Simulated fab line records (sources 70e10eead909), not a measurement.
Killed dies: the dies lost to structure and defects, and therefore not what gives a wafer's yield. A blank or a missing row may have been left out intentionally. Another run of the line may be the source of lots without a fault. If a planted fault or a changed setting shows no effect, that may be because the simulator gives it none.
Struck lot and sound lot, side by side + flow nand-harc + 14 out of 1159 route steps
Sound: the wafers L449.3, L449.4, L449.6. Struck: wafer L456.3 (L456.1, L456.5, from the same lot, were not struck and are left out); the cause is given at the end.
For every step that has rows: the tool of each side, followed by ch and its chambers, followed by its first start. Under that, the readings that differ: sound wafers + struck wafers + difference of the means + sigmas: that difference in standard deviations of wafers without a fault.
alike: readings with means less than 2 such deviations apart, plus words and numbers identical on both sides. not compared: withheld readings, readings lacking a value on some wafer, bounds such as >300 that could conceal the same value, and numbers that have no deviation in the record and whose values overlap.
The two part at a step that has a row with sigmas, a row that says differs or no value, or rows on one side only. Numbers that have no deviation but don't overlap get no sigmas and don't part them. Lack of a reading on every wafer of one side parts them only where that side has two or more wafers.

NHARC_A_CONTACT_INSPECT_10:
  sound on defect-inspect-01, day 19 08:16; struck on defect-inspect-02, day 20 16:32
  alike: raw-defect-count
NHARC_A_CONTACT_DESCUM_13: chemistry O2, time 3 s.
  sound on rie-diel-06 ch 1,3, day 19 08:20; struck on rie-diel-06 ch 3, day 20 16:38
  alike: chamber-pressure-mTorr, drypump-motor-current-A, oes-product-au, rf-vpp-V, showerhead-plenum-p-Torr, throttle-valve-pct
  not compared: rf-hours-counter-h
then, 1 step without rows for these wafers: NHARC_A_CONTACT_ETCH_88 (etches the open film in CF4, target depth 39 nm, time 65 s).
NHARC_A_CONTACT_ETCH_89: etches the open film in N2/H2, target depth 260 nm, time 475.3 s.
  sound on rie-diel-06 ch 0,2; struck on rie-diel-06 ch 1
  alike: chamber-pressure-mTorr, drypump-motor-current-A, n2-flow-sccm, oes-product-au, rf-fwd-power-W, rf-vpp-V, showerhead-plenum-p-Torr, throttle-valve-pct
  not compared: rf-hours-counter-h
then, 3 steps without rows for these wafers: NHARC_A_CONTACT_ETCH_30 (etches the open film in CF4/CHF3, target depth 60.5 nm, time 30.2 s); NHARC_A_CONTACT_ETCH_31 (etches the open film in O2/COS, target depth 2000 nm, time 520 s); NHARC_A_CONTACT_ETCH_134 (etches the open film in C4F8/O2/Ar, time 140 s, target depth 700 nm).
NHARC_A_CONTACT_ETCH_135: etches the open film in C4F8/O2/Ar, time 132 s, target depth 1287 nm.
  sound on har-cap-etch-02 ch 0,1, day 19 09:35; struck on har-cap-etch-02 ch 0, day 20 18:03
  alike: chamber-pressure-mTorr
  not compared: rf-hours-counter-h
NHARC_A_CONTACT_ETCH_136: etches the open film in C4F8/O2/Ar, time 132 s, target depth 1287 nm.
  sound on har-cap-etch-02 ch 0,1, day 19 09:43; struck on har-cap-etch-02 ch 0, day 20 18:10
  alike: chamber-pressure-mTorr
  not compared: rf-hours-counter-h
NHARC_A_CONTACT_ETCH_137: etches the open film in C4F8/O2/Ar, time 132 s, target depth 1287 nm.
  sound on har-cap-etch-02 ch 0,1, day 19 09:50; struck on har-cap-etch-02 ch 0, day 20 18:17
  alike: chamber-pressure-mTorr
  not compared: rf-hours-counter-h
then, 2 steps without rows for these wafers: NHARC_A_CONTACT_ETCH_138 (etches the open film in C4F8/O2/Ar, time 132 s, target depth 1289 nm); NHARC_A_CONTACT_ETCH_139 (etches the open film in C4F8/O2/Ar, time 137 s, target depth 590 nm).
NHARC_A_CONTACT_ETCH_92: etches the open film in CH3F/O2, target depth 40 nm, time 85.7 s.
  sound on rie-diel-03 ch 0,3, day 19 10:27; struck on rie-diel-03 ch 0, day 20 19:19
| reading               | sound          | struck | difference | sigmas |
|-----------------------|----------------|--------|------------|--------|
| oes-product-au (a.u.) | 0.92 0.92 0.92 | 0.74   | -0.18      | -5     |
  alike: chamber-pressure-mTorr, drypump-motor-current-A, rf-fwd-power-W, rf-vpp-V, showerhead-plenum-p-Torr, throttle-valve-pct
  not compared: rf-hours-counter-h
then, 1 step without rows for these wafers: NHARC_A_CONTACT_ETCH_98 (etches the open film in C4F6/O2, target depth 20 nm, time 10 s).

WHERE THEY PART
Within this record, at NHARC_A_CONTACT_ETCH_92 only.

WHY: what the simulator had put in
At NHARC_A_CONTACT_ETCH_92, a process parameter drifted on rie-diel-03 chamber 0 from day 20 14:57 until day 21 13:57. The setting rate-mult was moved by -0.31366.
